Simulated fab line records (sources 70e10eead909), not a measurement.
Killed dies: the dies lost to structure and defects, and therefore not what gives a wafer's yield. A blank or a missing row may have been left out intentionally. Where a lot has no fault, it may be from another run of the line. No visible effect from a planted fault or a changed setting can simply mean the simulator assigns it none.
fab line records / flow nand_harc
[record] lots = 5 wafers = 15 last_day = 34
route steps=1302 shown P_BONDPAD@357
lots with no fault: from the same line, run without faults
start_h: the number of hours between the record's first day and the start of the first shown wafer of the lot / wait_h: time in hours since the lot's previous step / " unchanged from the row above / L1.1+2: several wafers, shown together as one row / - no value, or no start was given / * or withheld: withheld / < > ~ a bound
route shown NAME@n: names a module that has steps shown in the file, with the first one's number in the route / usual: average and standard deviation across the fault-free wafers / same: alike in all rows / chamber/n: place in a boat / sites: each site's reading / _std_site: standard deviation of those values / _edge_site: outer sites' mean less inner sites' / radius_mm: how far each site lies from the wafer's centre / mask NAME#n: copy n / behind: tool/chamber where the wafer was last shaped / hold: cause of the lot's hold/its duration in hours/its outcome / device: the n, p or np transistor that did not switch / end of line: at the end of the route, the tests of the same wafers / where a step has no rows: the recipe by itself / killed: the dies lost at the first sort to structure and to defects; this is not the yield of the wafer / map: the dies of a wafer, with x for killed, . for not killed, _ for no die there
set.NAME: the setting that was run; set.NAME@STEP: the one run at that earlier step / model.NAME: the simulator's own value behind a step, which no gauge read
lots at selected steps of the route; one table per step, one row per wafer
services: the hour from which a tool's chamber was out of use, counted from the record's first day as start_h (under 0 if before that day), plus the number of hours and why
[[steps]]
[step NHARC_P_BONDPAD_COAT_36]
[recipe] temp_c = 200 time_s = 65
[step NHARC_P_BONDPAD_COAT_03]
[recipe] spin_rpm = 2000 resist_thk_nm = 600
[step NHARC_P_BONDPAD_SOFTBAKE_04]
[recipe] temp_c = 125 time_s = 70
[step NHARC_P_BONDPAD_EBR_05]
[step NHARC_P_BONDPAD_EXPOSE_06]
[recipe] na = 0.55 dose_mj = 37.06 mask_id = P_BPAD
[step NHARC_P_BONDPAD_PEB_07]
[recipe] peb_temp_c = 128 peb_time_s = 80
[step NHARC_P_BONDPAD_DEVELOP_08]
[recipe] time_s = 50 dev_temp_c = 22
[step NHARC_P_BONDPAD_CD_MEAS_09]
[recipe] target_cd_nm = 500 landing_energy_ev = 500
[usual] cd_nm = 501.1/2.1
lot.wafer=L762.1 tool=cd_sem-02 chamber=0 start_h=147.78 wait_h=- cd_nm=504.7
lot.wafer=L762.2 tool=cd_sem-02 chamber=0 start_h=147.78 wait_h=- cd_nm=506.2
lot.wafer=L762.6 tool=cd_sem-02 chamber=0 start_h=147.78 wait_h=- cd_nm=503.2
lot.wafer=L765.1 tool=cd_sem-01 chamber=0 start_h=164.46 wait_h=- cd_nm=499.0
lot.wafer=L765.3 tool=cd_sem-01 chamber=0 start_h=164.46 wait_h=- cd_nm=502.4
lot.wafer=L765.5 tool=cd_sem-01 chamber=0 start_h=164.46 wait_h=- cd_nm=503.0
lot.wafer=L775.2 tool=cd_sem-01 chamber=0 start_h=280.61 wait_h=- cd_nm=499.9
lot.wafer=L775.3 tool=cd_sem-01 chamber=0 start_h=280.61 wait_h=- cd_nm=498.3
lot.wafer=L775.5 tool=cd_sem-01 chamber=0 start_h=280.61 wait_h=- cd_nm=499.7
lot.wafer=L781.1 tool=cd_sem-03 chamber=0 start_h=319.48 wait_h=- cd_nm=505.8
lot.wafer=L781.3 tool=cd_sem-03 chamber=0 start_h=319.48 wait_h=- cd_nm=502.9
lot.wafer=L781.6 tool=cd_sem-03 chamber=0 start_h=319.48 wait_h=- cd_nm=502.9
lot.wafer=L784.2 tool=cd_sem-01 chamber=0 start_h=352.53 wait_h=- cd_nm=505.4
lot.wafer=L784.4 tool=cd_sem-01 chamber=0 start_h=352.53 wait_h=- cd_nm=499.9
lot.wafer=L784.5 tool=cd_sem-01 chamber=0 start_h=352.53 wait_h=- cd_nm=501.7
[step NHARC_P_BONDPAD_OVL_MEAS_38]
[usual] overlay_x_nm = 0/5.4 overlay_y_nm = -1/5.7
lot.wafer=L762.1 tool=overlay-01 chamber=- start_h=147.87 wait_h=- overlay_x_nm=-4 overlay_y_nm=3
lot.wafer=L762.2 tool=overlay-01 chamber=- start_h=147.87 wait_h=- overlay_x_nm=-5 overlay_y_nm=3
lot.wafer=L762.6 tool=overlay-01 chamber=- start_h=147.87 wait_h=- overlay_x_nm=-5 overlay_y_nm=4
lot.wafer=L765.1 tool=overlay-02 chamber=- start_h=164.55 wait_h=- overlay_x_nm=9 overlay_y_nm=5
lot.wafer=L765.3 tool=overlay-02 chamber=- start_h=164.55 wait_h=- overlay_x_nm=8 overlay_y_nm=6
lot.wafer=L765.5 tool=overlay-02 chamber=- start_h=164.55 wait_h=- overlay_x_nm=9 overlay_y_nm=5
lot.wafer=L775.2 tool=overlay-02 chamber=- start_h=280.70 wait_h=- overlay_x_nm=-2 overlay_y_nm=-10
lot.wafer=L775.3 tool=overlay-02 chamber=- start_h=280.70 wait_h=- overlay_x_nm=-2 overlay_y_nm=-10
lot.wafer=L775.5 tool=overlay-02 chamber=- start_h=280.70 wait_h=- overlay_x_nm=-1 overlay_y_nm=-10
lot.wafer=L781.1 tool=overlay-02 chamber=- start_h=319.57 wait_h=- overlay_x_nm=6 overlay_y_nm=4
lot.wafer=L781.3 tool=overlay-02 chamber=- start_h=319.57 wait_h=- overlay_x_nm=6 overlay_y_nm=4
lot.wafer=L781.6 tool=overlay-02 chamber=- start_h=319.57 wait_h=- overlay_x_nm=6 overlay_y_nm=4
lot.wafer=L784.2 tool=overlay-01 chamber=- start_h=352.61 wait_h=- overlay_x_nm=-2 overlay_y_nm=-12
lot.wafer=L784.4 tool=overlay-01 chamber=- start_h=352.61 wait_h=- overlay_x_nm=-2 overlay_y_nm=-12
lot.wafer=L784.5 tool=overlay-01 chamber=- start_h=352.61 wait_h=- overlay_x_nm=-2 overlay_y_nm=-11
[step NHARC_P_BONDPAD_HARDBAKE_10]
[recipe] temp_c = 118 time_s = 65
[step NHARC_P_BONDPAD_DESCUM_11]
[recipe] time_s = 3 o2_flow_sccm = 200 ar_flow_sccm = 0 bias_power_w = 0 chemistry = O2
[usual] drypump_motor_current_A = 5.5/0.44 oes_product_au = 1.004/0.0095 rf_vpp_V = 58.0/0.81 showerhead_plenum_p_Torr = 1.96/0.091 throttle_valve_pct = 11.311/0.0091
[same] bias_power_w = 0
lot.wafer=L762.2 tool=rie_diel-13 chamber=3 start_h=147.99 wait_h=- drypump_motor_current_A=5.7 oes_product_au=1.009 rf_hours_counter_h=6 rf_vpp_V=57.4 showerhead_plenum_p_Torr=1.78 throttle_valve_pct=11.325
lot.wafer=L762.1 tool=rie_diel-13 chamber=1 start_h=147.99 wait_h=- drypump_motor_current_A=4.9 oes_product_au=0.997 rf_hours_counter_h=7 rf_vpp_V=59.3 showerhead_plenum_p_Torr=1.95 throttle_valve_pct=11.291
lot.wafer=L762.6 tool=rie_diel-13 chamber=0 start_h=147.99 wait_h=- drypump_motor_current_A=6.3 oes_product_au=1.001 rf_hours_counter_h=- rf_vpp_V=57.6 showerhead_plenum_p_Torr=2.02 throttle_valve_pct=11.309
lot.wafer=L765.3 tool=rie_diel-02 chamber=0 start_h=164.68 wait_h=- drypump_motor_current_A=5.5 oes_product_au=0.995 rf_hours_counter_h=2 rf_vpp_V=58.8 showerhead_plenum_p_Torr=1.94 throttle_valve_pct=11.307
lot.wafer=L765.1 tool=rie_diel-02 chamber=1 start_h=164.68 wait_h=- drypump_motor_current_A=5.3 oes_product_au=1.004 rf_hours_counter_h=2 rf_vpp_V=56.9 showerhead_plenum_p_Torr=2.05 throttle_valve_pct=11.309
lot.wafer=L765.5 tool=rie_diel-02 chamber=3 start_h=164.68 wait_h=- drypump_motor_current_A=5.8 oes_product_au=1.012 rf_hours_counter_h=- rf_vpp_V=56.7 showerhead_plenum_p_Torr=1.89 throttle_valve_pct=11.314
lot.wafer=L775.3 tool=rie_diel-02 chamber=0 start_h=280.82 wait_h=- drypump_motor_current_A=5.5 oes_product_au=0.994 rf_hours_counter_h=1 rf_vpp_V=58.0 showerhead_plenum_p_Torr=1.94 throttle_valve_pct=11.288
lot.wafer=L775.2 tool=rie_diel-02 chamber=3 start_h=280.82 wait_h=- drypump_motor_current_A=5.8 oes_product_au=1.000 rf_hours_counter_h=2 rf_vpp_V=58.9 showerhead_plenum_p_Torr=1.89 throttle_valve_pct=11.316
lot.wafer=L775.5 tool=rie_diel-02 chamber=1 start_h=280.82 wait_h=- drypump_motor_current_A=5.3 oes_product_au=1.004 rf_hours_counter_h=- rf_vpp_V=59.7 showerhead_plenum_p_Torr=2.05 throttle_valve_pct=11.309
lot.wafer=L781.3 tool=rie_diel-13 chamber=3 start_h=319.70 wait_h=- drypump_motor_current_A=5.7 oes_product_au=1.006 rf_hours_counter_h=8 rf_vpp_V=58.3 showerhead_plenum_p_Torr=1.78 throttle_valve_pct=11.319
lot.wafer=L781.1 tool=rie_diel-13 chamber=2 start_h=319.70 wait_h=- drypump_motor_current_A=5.0 oes_product_au=1.006 rf_hours_counter_h=8 rf_vpp_V=58.1 showerhead_plenum_p_Torr=2.04 throttle_valve_pct=11.306
lot.wafer=L781.6 tool=rie_diel-13 chamber=0 start_h=319.70 wait_h=- drypump_motor_current_A=6.3 oes_product_au=0.999 rf_hours_counter_h=- rf_vpp_V=57.4 showerhead_plenum_p_Torr=2.02 throttle_valve_pct=11.327
lot.wafer=L784.2 tool=rie_diel-13 chamber=0 start_h=352.76 wait_h=- drypump_motor_current_A=6.3 oes_product_au=1.002 rf_hours_counter_h=0 rf_vpp_V=58.0 showerhead_plenum_p_Torr=2.02 throttle_valve_pct=11.311
lot.wafer=L784.4 tool=rie_diel-13 chamber=2 start_h=352.76 wait_h=- drypump_motor_current_A=5.0 oes_product_au=1.004 rf_hours_counter_h=- rf_vpp_V=57.3 showerhead_plenum_p_Torr=2.04 throttle_valve_pct=11.302
lot.wafer=L784.5 tool=rie_diel-13 chamber=0 start_h=352.76 wait_h=- drypump_motor_current_A=6.3 oes_product_au=0.995 rf_hours_counter_h=- rf_vpp_V=57.3 showerhead_plenum_p_Torr=2.02 throttle_valve_pct=11.311
[step NHARC_P_BONDPAD_ETCH_37]
[recipe] target_depth_a = 600 overetch_a = 180 time_s = 65.91 ion_energy_ev = 200 n2_flow_sccm = 150 h2_flow_sccm = 150 ar_flow_sccm = 0 rf_w = 400 bias_w = 150 chemistry = N2/H2
[usual] drypump_motor_current_A = 5.5/0.45 oes_product_au = 1.002/0.0089 rf_vpp_V = 431.9/2.7 showerhead_plenum_p_Torr = 2.09/0.097 throttle_valve_pct = 14.172/0.0081
lot.wafer=L762.1 tool=rie_diel-13 chamber=3 start_h=148.08 wait_h=0.1 drypump_motor_current_A=5.7 oes_product_au=1.020 rf_hours_counter_h=6 rf_vpp_V=426.7 showerhead_plenum_p_Torr=1.89 throttle_valve_pct=14.173
lot.wafer=L762.2 tool=rie_diel-13 chamber=2 start_h=148.08 wait_h=0.1 drypump_motor_current_A=4.9 oes_product_au=0.982 rf_hours_counter_h=7 rf_vpp_V=434.8 showerhead_plenum_p_Torr=2.18 throttle_valve_pct=14.168
lot.wafer=L762.6 tool=rie_diel-13 chamber=3 start_h=148.08 wait_h=0.1 drypump_motor_current_A=5.7 oes_product_au=1.005 rf_hours_counter_h=- rf_vpp_V=429.0 showerhead_plenum_p_Torr=1.89 throttle_valve_pct=14.157
lot.wafer=L765.1 tool=rie_diel-02 chamber=1 start_h=164.77 wait_h=0.1 drypump_motor_current_A=5.3 oes_product_au=0.998 rf_hours_counter_h=2 rf_vpp_V=435.1 showerhead_plenum_p_Torr=2.19 throttle_valve_pct=14.166
lot.wafer=L765.3 tool=rie_diel-02 chamber=3 start_h=164.77 wait_h=0.1 drypump_motor_current_A=5.8 oes_product_au=1.011 rf_hours_counter_h=3 rf_vpp_V=428.7 showerhead_plenum_p_Torr=2.02 throttle_valve_pct=14.174
lot.wafer=L765.5 tool=rie_diel-02 chamber=1 start_h=164.77 wait_h=0.1 drypump_motor_current_A=5.3 oes_product_au=1.002 rf_hours_counter_h=- rf_vpp_V=435.8 showerhead_plenum_p_Torr=2.19 throttle_valve_pct=14.159
lot.wafer=L775.3 tool=rie_diel-02 chamber=3 start_h=280.91 wait_h=0.1 drypump_motor_current_A=5.8 oes_product_au=1.007 rf_hours_counter_h=2 rf_vpp_V=430.2 showerhead_plenum_p_Torr=2.02 throttle_valve_pct=14.166
lot.wafer=L775.2 tool=rie_diel-02 chamber=0 start_h=280.91 wait_h=0.1 drypump_motor_current_A=5.5 oes_product_au=0.982 rf_hours_counter_h=1 rf_vpp_V=430.0 showerhead_plenum_p_Torr=2.07 throttle_valve_pct=14.185
lot.wafer=L775.5 tool=rie_diel-02 chamber=0 start_h=280.91 wait_h=0.1 drypump_motor_current_A=5.5 oes_product_au=0.996 rf_hours_counter_h=- rf_vpp_V=431.6 showerhead_plenum_p_Torr=2.07 throttle_valve_pct=14.182
lot.wafer=L781.1 tool=rie_diel-13 chamber=1 start_h=319.78 wait_h=0.1 drypump_motor_current_A=4.9 oes_product_au=1.020 rf_hours_counter_h=8 rf_vpp_V=432.5 showerhead_plenum_p_Torr=2.07 throttle_valve_pct=14.166
lot.wafer=L781.3 tool=rie_diel-13 chamber=2 start_h=319.78 wait_h=0.1 drypump_motor_current_A=4.9 oes_product_au=1.009 rf_hours_counter_h=8 rf_vpp_V=434.4 showerhead_plenum_p_Torr=2.18 throttle_valve_pct=14.174
lot.wafer=L781.6 tool=rie_diel-13 chamber=1 start_h=319.78 wait_h=0.1 drypump_motor_current_A=4.9 oes_product_au=1.016 rf_hours_counter_h=- rf_vpp_V=432.1 showerhead_plenum_p_Torr=2.07 throttle_valve_pct=14.164
lot.wafer=L784.2 tool=rie_diel-13 chamber=2 start_h=352.84 wait_h=0.1 drypump_motor_current_A=5.0 oes_product_au=0.998 rf_hours_counter_h=0 rf_vpp_V=435.1 showerhead_plenum_p_Torr=2.18 throttle_valve_pct=14.176
lot.wafer=L784.4 tool=rie_diel-13 chamber=0 start_h=352.84 wait_h=0.1 drypump_motor_current_A=6.3 oes_product_au=0.987 rf_hours_counter_h=- rf_vpp_V=433.9 showerhead_plenum_p_Torr=2.15 throttle_valve_pct=14.164
lot.wafer=L784.5 tool=rie_diel-13 chamber=1 start_h=352.84 wait_h=0.1 drypump_motor_current_A=4.9 oes_product_au=1.005 rf_hours_counter_h=- rf_vpp_V=431.2 showerhead_plenum_p_Torr=2.07 throttle_valve_pct=14.176
[step NHARC_P_BONDPAD_ETCH_12]
[recipe] target_depth_a = 2000 time_s = 100 chf3_flow_sccm = 50 o2_flow_sccm = 10 ar_flow_sccm = 200 rf_w = 500 bias_w = 200 chemistry = CHF3/O2
[usual] drypump_motor_current_A = 5.5/0.44 oes_product_au = 0.950/0.024 rf_vpp_V = 371.7/2.5 showerhead_plenum_p_Torr = 2.45/0.11 throttle_valve_pct = 20.572/0.0087
lot.wafer=L762.1 tool=rie_diel-13 chamber=3 start_h=148.18 wait_h=- drypump_motor_current_A=5.7 oes_product_au=0.939 rf_hours_counter_h=6 rf_vpp_V=368.0 showerhead_plenum_p_Torr=2.24 throttle_valve_pct=20.574
lot.wafer=L762.2 tool=rie_diel-13 chamber=1 start_h=148.18 wait_h=- drypump_motor_current_A=4.9 oes_product_au=0.930 rf_hours_counter_h=7 rf_vpp_V=372.0 showerhead_plenum_p_Torr=2.44 throttle_valve_pct=20.569
lot.wafer=L762.6 tool=rie_diel-13 chamber=3 start_h=148.18 wait_h=- drypump_motor_current_A=5.7 oes_product_au=0.940 rf_hours_counter_h=- rf_vpp_V=366.3 showerhead_plenum_p_Torr=2.24 throttle_valve_pct=20.591
lot.wafer=L765.1 tool=rie_diel-02 chamber=1 start_h=164.85 wait_h=- drypump_motor_current_A=5.3 oes_product_au=0.942 rf_hours_counter_h=2 rf_vpp_V=373.5 showerhead_plenum_p_Torr=2.57 throttle_valve_pct=20.553
lot.wafer=L765.3 tool=rie_diel-02 chamber=3 start_h=164.85 wait_h=- drypump_motor_current_A=5.8 oes_product_au=0.925 rf_hours_counter_h=3 rf_vpp_V=371.8 showerhead_plenum_p_Torr=2.38 throttle_valve_pct=20.579
lot.wafer=L765.5 tool=rie_diel-02 chamber=1 start_h=164.85 wait_h=- drypump_motor_current_A=5.3 oes_product_au=0.921 rf_hours_counter_h=- rf_vpp_V=374.0 showerhead_plenum_p_Torr=2.56 throttle_valve_pct=20.579
lot.wafer=L775.3 tool=rie_diel-02 chamber=0 start_h=281.00 wait_h=- drypump_motor_current_A=5.5 oes_product_au=0.860 rf_hours_counter_h=1 rf_vpp_V=370.9 showerhead_plenum_p_Torr=2.43 throttle_valve_pct=20.590
lot.wafer=L775.2 tool=rie_diel-02 chamber=2 start_h=281.00 wait_h=- drypump_motor_current_A=5.6 oes_product_au=0.930 rf_hours_counter_h=1 rf_vpp_V=374.1 showerhead_plenum_p_Torr=2.50 throttle_valve_pct=20.568
lot.wafer=L775.5 tool=rie_diel-02 chamber=1 start_h=281.00 wait_h=- drypump_motor_current_A=5.3 oes_product_au=0.934 rf_hours_counter_h=- rf_vpp_V=373.8 showerhead_plenum_p_Torr=2.56 throttle_valve_pct=20.575
lot.wafer=L781.3 tool=rie_diel-13 chamber=3 start_h=319.87 wait_h=- drypump_motor_current_A=5.7 oes_product_au=0.976 rf_hours_counter_h=8 rf_vpp_V=368.2 showerhead_plenum_p_Torr=2.24 throttle_valve_pct=20.570
lot.wafer=L781.1 tool=rie_diel-13 chamber=1 start_h=319.87 wait_h=- drypump_motor_current_A=4.9 oes_product_au=0.997 rf_hours_counter_h=8 rf_vpp_V=372.6 showerhead_plenum_p_Torr=2.44 throttle_valve_pct=20.569
lot.wafer=L781.6 tool=rie_diel-13 chamber=0 start_h=319.87 wait_h=- drypump_motor_current_A=6.3 oes_product_au=0.959 rf_hours_counter_h=- rf_vpp_V=372.3 showerhead_plenum_p_Torr=2.53 throttle_valve_pct=20.570
lot.wafer=L784.2 tool=rie_diel-13 chamber=2 start_h=352.95 wait_h=- drypump_motor_current_A=4.9 oes_product_au=0.962 rf_hours_counter_h=0 rf_vpp_V=374.2 showerhead_plenum_p_Torr=2.55 throttle_valve_pct=20.592
lot.wafer=L784.5 tool=rie_diel-13 chamber=1 start_h=352.95 wait_h=- drypump_motor_current_A=4.9 oes_product_au=0.982 rf_hours_counter_h=- rf_vpp_V=370.3 showerhead_plenum_p_Torr=2.44 throttle_valve_pct=20.568
lot.wafer=L784.4 tool=rie_diel-13 chamber=2 start_h=352.95 wait_h=- drypump_motor_current_A=4.9 oes_product_au=0.960 rf_hours_counter_h=- rf_vpp_V=374.8 showerhead_plenum_p_Torr=2.55 throttle_valve_pct=20.567
[step NHARC_P_BONDPAD_CD_MEAS_13]
[usual] cd_nm = 500.7/2.2
lot.wafer=L762.1 tool=cd_sem-02 chamber=- start_h=148.30 wait_h=- cd_nm=504.3
lot.wafer=L762.2 tool=cd_sem-02 chamber=- start_h=148.30 wait_h=- cd_nm=505.9
lot.wafer=L762.6 tool=cd_sem-02 chamber=- start_h=148.30 wait_h=- cd_nm=501.9
lot.wafer=L765.1 tool=cd_sem-03 chamber=- start_h=164.99 wait_h=- cd_nm=497.1
lot.wafer=L765.3 tool=cd_sem-03 chamber=- start_h=164.99 wait_h=- cd_nm=502.5
lot.wafer=L765.5 tool=cd_sem-03 chamber=- start_h=164.99 wait_h=- cd_nm=502.3
lot.wafer=L775.2 tool=cd_sem-02 chamber=- start_h=281.14 wait_h=- cd_nm=500.1
lot.wafer=L775.3 tool=cd_sem-02 chamber=- start_h=281.14 wait_h=- cd_nm=497.3
lot.wafer=L775.5 tool=cd_sem-02 chamber=- start_h=281.14 wait_h=- cd_nm=497.8
lot.wafer=L781.1 tool=cd_sem-01 chamber=- start_h=320.01 wait_h=- cd_nm=506.4
lot.wafer=L781.3 tool=cd_sem-01 chamber=- start_h=320.01 wait_h=- cd_nm=502.4
lot.wafer=L781.6 tool=cd_sem-01 chamber=- start_h=320.01 wait_h=- cd_nm=501.7
lot.wafer=L784.2 tool=cd_sem-03 chamber=- start_h=353.10 wait_h=- cd_nm=506.0
lot.wafer=L784.4 tool=cd_sem-03 chamber=- start_h=353.10 wait_h=- cd_nm=498.1
lot.wafer=L784.5 tool=cd_sem-03 chamber=- start_h=353.10 wait_h=- cd_nm=502.1
[[services]]
tool=rie_diel-13 chamber=0 start_h=143.50 hours=- kind=clean
tool=rie_diel-13 chamber=1 start_h=143.50 hours=- kind=clean
tool=rie_diel-13 chamber=2 start_h=143.50 hours=- kind=clean
tool=rie_diel-13 chamber=3 start_h=143.50 hours=- kind=clean
tool=rie_diel-13 chamber=- start_h=165.00 hours=9.0 kind=pm
tool=rie_diel-13 chamber=0 start_h=165.00 hours=9.0 kind=vent_cycle
tool=rie_diel-13 chamber=1 start_h=165.00 hours=9.0 kind=vent_cycle
tool=rie_diel-13 chamber=2 start_h=165.00 hours=9.0 kind=vent_cycle
tool=rie_diel-13 chamber=3 start_h=165.00 hours=9.0 kind=vent_cycle
tool=rie_diel-13 chamber=0 start_h=174.00 hours=- kind=clean
tool=rie_diel-13 chamber=1 start_h=174.00 hours=- kind=clean
tool=rie_diel-13 chamber=2 start_h=174.00 hours=- kind=clean
tool=rie_diel-13 chamber=3 start_h=174.00 hours=- kind=clean
tool=rie_diel-02 chamber=0 start_h=182.37 hours=3.2 kind=repair
tool=rie_diel-02 chamber=1 start_h=197.21 hours=3.1 kind=repair
tool=rie_diel-13 chamber=0 start_h=198.50 hours=- kind=clean
tool=rie_diel-13 chamber=1 start_h=198.50 hours=- kind=clean
tool=rie_diel-02 chamber=- start_h=216.70 hours=9.0 kind=pm
tool=rie_diel-13 chamber=3 start_h=233.29 hours=6.7 kind=repair
tool=rie_diel-02 chamber=0 start_h=269.01 hours=9.6 kind=repair
tool=rie_diel-02 chamber=2 start_h=324.14 hours=17.0 kind=repair
tool=rie_diel-13 chamber=3 start_h=334.00 hours=19.6 kind=repair
tool=rie_diel-02 chamber=0 start_h=336.12 hours=15.8 kind=repair
tool=rie_diel-13 chamber=- start_h=342.00 hours=9.0 kind=pm
[[key]]
[first_sign] step = NHARC_P_BONDPAD_ETCH_12 reading = oes_product_au direction = down sigmas = 3.8 usual = 0.950 struck = 0.860
effect none on later readings
met_at NHARC_P_BONDPAD_ETCH_12
struck_wafers L775.3
later_rows_left_out L775.3
sort_left_out L775.3
[fault] kind = process_parameter_drift tool = rie_diel-02 chamber = 0 onset_h = 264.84 steps = NHARC_P_BONDPAD_ETCH_12 channel = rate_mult offset = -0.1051 shape = step end_h = 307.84
// sort_left_out: the simulated sort isn't trusted on such a fault, so these wafers' sort isn't shown, and their yield isn't known
// later_rows_left_out: the simulator's readings of these wafers behind a module that went badly wrong aren't trusted and aren't shown, but for the sort
